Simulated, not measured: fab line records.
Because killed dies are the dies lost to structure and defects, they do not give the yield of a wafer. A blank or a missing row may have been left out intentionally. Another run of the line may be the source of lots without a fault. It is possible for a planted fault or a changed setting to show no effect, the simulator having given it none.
A struck lot beside a sound one + flow n5-finfet + 20 out of 1938 route steps
Sound: these wafers, L873.1, L873.4, L873.6. Struck: wafer L874.6. (L874.4 of the same lot was not struck and is left out.) The cause comes at the end.
Each step with rows lists, per side, the tool, then ch with its chambers, then its first start. Under that, the readings that differ: sound wafers + struck wafers + difference of the means + sigmas: that difference in standard deviations of wafers without a fault.
alike: readings with means less than 2 such deviations apart, plus words and numbers identical on both sides. not compared: withheld readings, readings lacking a value on some wafer, bounds such as >300 that could conceal the same value, and numbers that have no deviation in the record and whose values overlap.
Wherever a step has rows on one side only, a row that says differs or no value, or a row with sigmas, the two part there. When numbers do not overlap yet have no deviation, they are printed without sigmas and do not part them. A reading missing from all wafers of one side parts the sides only when that side holds two or more wafers.

first, 8 steps without rows for these wafers: N5_BEOL_M14_COAT_58 (time 60 s, resist thk 89 nm); N5_BEOL_M14_COAT_04 (resist thk 800 nm); N5_BEOL_M14_EBR_06; N5_BEOL_M14_SOFTBAKE_05 (time 60 s); N5_BEOL_M14_EXPOSE_07 (exposes mask V13); N5_BEOL_M14_PEB_08 (peb time 90 s); N5_BEOL_M14_DEVELOP_09 (develop time 45 s); N5_BEOL_M14_HARDBAKE_14 (time 120 s).
N5_BEOL_M14_CD_MEAS_10: target cd 250 nm.
  sound on cd-sem-03 ch 0, day 11 23:03; struck on cd-sem-02 ch 0, day 12 16:17
  alike: cd-nm
N5_BEOL_M14_OVL_MEAS_11:
  sound on overlay-01 ch 0, day 11 23:05; struck on overlay-02 ch 0, day 12 16:19
  alike: V13_OVL
N5_BEOL_M14_INSPECT_12: inspects for defects (macro).
  sound on defect-inspect-01, day 11 23:06; struck on defect-inspect-01, day 12 16:20
  alike: raw-defect-count
N5_BEOL_M14_DESCUM_15: chemistry O2, time 7.9 s.
  sound on rie-diel-06 ch 1,2, day 11 23:20; struck on rie-diel-06 ch 0, day 12 16:22
  alike: drypump-motor-current-A, oes-product-au, rf-vpp-V, showerhead-plenum-p-Torr, temp-c, throttle-valve-pct
  not compared: rf-hours-counter-h
N5_BEOL_M14_ETCH_59: etches BARC in N2/H2, target depth 89 nm, overetch 26.7 nm, time 67.9 s.
  sound on rie-diel-06 ch 1,2, day 11 23:23; struck on rie-diel-06 ch 0, day 12 16:25
| reading                                    | sound             | struck | difference | sigmas |
|--------------------------------------------|-------------------|--------|------------|--------|
| run-length-s (s)                           | 92.0 91.7 92.0    | 119.3  | +27.4      | +60    |
| model.coat_of_BEOL_M14_COAT_04.thk-nm (nm) | 715.6 720.8 716.2 | 696.8  | -20.7      |        |
  alike: bias-w, drypump-motor-current-A, oes-product-au, rf-vpp-V, showerhead-plenum-p-Torr, throttle-valve-pct
  not compared: rf-hours-counter-h
N5_BEOL_M14_VIA_ETCH_16: etches SiO2 in C4F8/O2/Ar, target depth 1231.3 nm.
  sound on rie-diel-06 ch 1,2, day 11 23:26; struck on rie-diel-06 ch 0, day 12 16:28
| reading                                    | sound             | struck | difference | sigmas |
|--------------------------------------------|-------------------|--------|------------|--------|
| he-outer-torr (Torr)                       | 29.98 30.03 29.86 | 30.12  | +0.16      | +3     |
| model.coat_of_BEOL_M14_COAT_04.thk-nm (nm) | 451.2 450 445.6   | 423.4  | -25.5      |        |
  alike: bias-w, drypump-motor-current-A, oes-product-au, rf-vpp-V, showerhead-plenum-p-Torr, throttle-valve-pct
N5_BEOL_M14_STRIP_63: strips in O2.
  sound on rie-diel-06 ch 1,2; struck on rie-diel-06 ch 0
  alike: drypump-motor-current-A, oes-product-au, rf-vpp-V, showerhead-plenum-p-Torr, temp-c, throttle-valve-pct
  not compared: rf-hours-counter-h
N5_BEOL_M14_STRIP_64: strips in O2.
  sound on rie-diel-06 ch 1,2; struck on rie-diel-06 ch 0
  alike: drypump-motor-current-A, oes-product-au, rf-vpp-V, showerhead-plenum-p-Torr, temp-c, throttle-valve-pct
  not compared: rf-hours-counter-h
then, 2 steps without rows for these wafers: N5_BEOL_M14_STRIP_71 (strips in post etch residue remover, time 60 s); N5_BEOL_M14_SRD_72 (time 30 s, dry time 30 s).
N5_BEOL_M14_CD_MEAS_17: target cd 250 nm.
  sound on cd-sem-01, day 11 23:47; struck on cd-sem-02, day 12 16:49
| reading    | sound             | struck | difference | sigmas |
|------------|-------------------|--------|------------|--------|
| cd-nm (nm) | 248.2 250.8 249.3 | 255.3  | +5.9       | +3     |
then, 1 step without rows for these wafers: N5_BEOL_M14_COAT_65 (time 60 s, resist thk 450 nm).

WHERE THEY PART
Last at N5_BEOL_M14_CD_MEAS_17 as far as this record goes, first at N5_BEOL_M14_ETCH_59.

WHY: what had been put in by the simulator
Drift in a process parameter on rie-diel-06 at N5_BEOL_M14_ETCH_59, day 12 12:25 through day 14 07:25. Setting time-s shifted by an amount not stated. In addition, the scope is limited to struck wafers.
